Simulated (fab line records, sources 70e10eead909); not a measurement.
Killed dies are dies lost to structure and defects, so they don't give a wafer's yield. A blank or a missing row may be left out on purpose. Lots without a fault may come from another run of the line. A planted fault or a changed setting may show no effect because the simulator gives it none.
A struck lot beside a sound one | flow nand_harc | 14 steps out of a route of 1302
Sound: wafers L426.2, L426.3, L426.6. Struck: wafers L430.1, L430.2, L430.4. The cause comes at the end.
At each step with rows: each side's tool, then ch and its chambers, then its first start. Under that, the readings that differ: sound wafers | struck wafers | difference of the means | sigmas: that difference in standard deviations of wafers without a fault.
alike: readings whose means differ by less than 2 such deviations, and words and numbers that are the same on both sides. not compared: withheld readings, readings that some wafer has no value for, bounds like >300 that may hide the same value, and numbers for which the record gives no deviation and whose values overlap.
The two part at a step that has a row with sigmas, a row that says differs or no value, or rows on one side only. Numbers that don't overlap but have no deviation are shown without sigmas and don't part them. A reading that every wafer of one side lacks parts them only if that side has two wafers or more.

first, 9 steps without rows for these wafers: NHARC_A_STAIRCASE_DEHYDRATE_281 (time 120 s); NHARC_A_STAIRCASE_HMDS_282 (time 30 s); NHARC_A_STAIRCASE_COAT_283; NHARC_A_STAIRCASE_SOFTBAKE_284 (time 170 s); NHARC_A_STAIRCASE_EBR_285; NHARC_A_STAIRCASE_EXPOSE_286 (exposes mask CHOP 100); NHARC_A_STAIRCASE_PEB_287 (peb time 130 s); NHARC_A_STAIRCASE_DEVELOP_288 (time 140 s); NHARC_A_STAIRCASE_HARDBAKE_290 (time 140 s).
NHARC_A_STAIRCASE_DESCUM_291: chemistry O2, time 3 s.
  sound on rie_diel-08 ch 2,3, day 18 03:32; struck on rie_diel-08 ch 0,2,3, day 19 21:35
  alike: drypump_motor_current_A, oes_product_au, rf_vpp_V, showerhead_plenum_p_Torr, throttle_valve_pct
  not compared: rf_hours_counter_h
NHARC_A_STAIRCASE_ETCH_292: etches the open film in CF4/CHF3.
  sound on rie_diel-08 ch 0,3, day 18 03:37; struck on rie_diel-08 ch 1,2,3, day 19 21:41
  alike: cf4_flow_sccm, drypump_motor_current_A, oes_product_au, rf_vpp_V, showerhead_plenum_p_Torr, throttle_valve_pct
  not compared: rf_hours_counter_h
NHARC_A_STAIRCASE_HM_OPEN_460: chemistry O2/COS.
  sound on rie_diel-08 ch 0,2,3, day 18 03:46; struck on rie_diel-08 ch 1,2,3, day 19 21:47
  no value came back on the struck wafers for any of 7 readings (bias_w (W), chamber_pressure_mTorr (mTorr) and others); on the sound wafers bias_w (W) reads 300.8 300.2 299.8
  not compared: rf_hours_counter_h
then, 1 step without rows for these wafers: NHARC_A_STAIRCASE_STRIP_461 (strips in O2/COS).
-- the record jumps here: 8 days lie between the struck wafers' starts before and after (it left off in module A_STAIRCASE and takes up again in module END, whose first step shown is number 1302 of the route) --
NHARC_END_SORT_01:
  the record has rows for the struck wafers here (prober-01 ch 0, day 27 17:01) and none for the sound ones

WHERE THEY PART
First at NHARC_A_STAIRCASE_HM_OPEN_460; last, within this record, at NHARC_END_SORT_01.

WHY: what the simulator had put in
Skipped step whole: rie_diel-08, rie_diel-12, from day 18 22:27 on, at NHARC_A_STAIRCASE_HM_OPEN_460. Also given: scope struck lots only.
